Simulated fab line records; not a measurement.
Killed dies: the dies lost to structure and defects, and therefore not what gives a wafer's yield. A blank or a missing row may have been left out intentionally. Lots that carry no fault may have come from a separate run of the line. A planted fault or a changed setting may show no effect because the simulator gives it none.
Comparing a struck lot with a sound one | flow nand harc | 15 steps out of a route of 1159
Sound: these wafers, L459.2, L459.3, L459.4. Wafers struck: L450.2, L450.3, L450.6. The cause comes at the end.
Per side, at each step with rows, come the tool, then ch with its chambers, and then its first start. Under that, the readings that differ: sound wafers | struck wafers | difference of the means | sigmas: that difference in standard deviations of wafers without a fault.
alike: readings with means less than 2 such deviations apart, plus words and numbers identical on both sides. not compared: withheld readings, readings lacking a value on some wafer, bounds such as >300 that could conceal the same value, and numbers that have no deviation in the record and whose values overlap.
A row with sigmas, a row that says differs or no value, or rows on one side alone: a step with any of these is where the two part. Non-overlapping numbers with no deviation appear without sigmas and do not part them. A reading that every wafer of one side lacks parts them only if that side has two wafers or more.

first, 7 steps without rows for these wafers: NHARC_A_M1_COAT_34 (time 65 s); NHARC_A_M1_COAT_03 (resist thk 90 nm); NHARC_A_M1_SOFTBAKE_04 (time 55 s); NHARC_A_M1_EBR_05; NHARC_A_M1_EXPOSE_06 (exposes mask A M1, target cd 120 nm); NHARC_A_M1_PEB_07 (peb time 65 s); NHARC_A_M1_DEVELOP_08 (develop time 35 s).
NHARC_A_M1_CD_MEAS_09 targets a cd of 120 nm.
  sound on cd sem-03 ch 0, day 22 05:47; struck on cd sem-01 ch 0, day 19 22:37
  reading    | sound             | struck            | difference | sigmas
  cd nm (nm) | 122.0 121.6 120.8 | 118.0 119.9 120.3 | -2.1       | -2
NHARC_A_M1_OVL_MEAS_10: pitch 240 nm.
  sound on overlay-02 at day 22 05:52; struck on overlay-01 at day 19 22:41
  reading           | sound          | struck      | difference | sigmas
  overlay x nm (nm) | -0.8 -0.6 -1.1 | 1.9 2.0 1.9 | +2.8       | +3
  alike: overlay y nm
NHARC_A_M1_INSPECT_11:
  sound on defect inspect-02 at day 22 05:55; struck on defect inspect-02 at day 19 22:44
  alike: raw defect count
NHARC_A_M1_DESCUM_14: chemistry O2, time 3 s.
  sound on rie diel-12 ch 1,2,3, day 22 05:58; struck on rie diel-12 ch 0,1,3, day 19 22:49
  alike: drypump motor current A, mfc ar sccm, o2 flow sccm, oes product au, rf vpp V, showerhead plenum p Torr, throttle valve pct
  not compared: rf hours counter h
NHARC_A_M1_ETCH_35: etches the open film in N2/H2, target depth 40 nm, overetch 12 nm, time 43.94 s.
  sound on rie diel-12 ch 0,1,2, day 22 06:03; struck on rie diel-12 ch 0,1,3, day 19 22:53
  alike: bias w, chamber pressure mTorr, drypump motor current A, mfc ar sccm, oes product au, rf vpp V, showerhead plenum p Torr, throttle valve pct
  not compared: rf hours counter h
NHARC_A_M1_ETCH_15: etches the open film in C4F8/Ar, target depth 182.5 nm, time 91.2 s.
  sound on rie diel-12 ch 0,1,2, day 22 06:08; struck on rie diel-12 ch 0,2, day 19 22:58
  no value came back on the struck wafers for any of 5 readings (bias w (W), chamber pressure mTorr (mTorr) and others); on the sound wafers bias w (W) reads 298.5 300.0 299.4
NHARC_A_M1_CD_MEAS_16:
  sound on cd sem-02 at day 22 06:16; struck on cd sem-01 at day 19 23:06
  alike: cd nm
NHARC_END_SORT_01:
  sound on prober-01 ch 0, day 23 22:13; struck on prober-02 ch 0, day 21 10:25
  reading                  | sound          | struck         | difference | sigmas
  defect limited yield (%) | 95.3 97.2 95.1 | 0 0 0          | -96        | -74
  killed at array          | 29 18 28       | 672 676 673    | +649       | +77
  killed dies              | 32 19 33       | 677 677 677    | +649       | +75
  sort_bin_2_pct (%)       | 1.5 0.6 2.5    | 97.3 96.0 97.5 | +95.4      | +99 or more
  sort n pass              | 645 658 644    | 0 0 0          | -649       | -75
  sort rim yield pct (%)   | 93.4 93.4 96.2 | 0 0 0          | -94        | -41
  sort yield pct (%)       | 95.3 97.2 95.1 | 0 0 0          | -96        | -74
  alike: killed at other, killed at periphery, killed open, killed short, sort_bin_3_pct, sort_bin_4_pct

== WHERE THEY PART ==
Last at NHARC_END_SORT_01 as far as this record goes, first at NHARC_A_M1_CD_MEAS_09.

WHY: the cause the simulator had injected
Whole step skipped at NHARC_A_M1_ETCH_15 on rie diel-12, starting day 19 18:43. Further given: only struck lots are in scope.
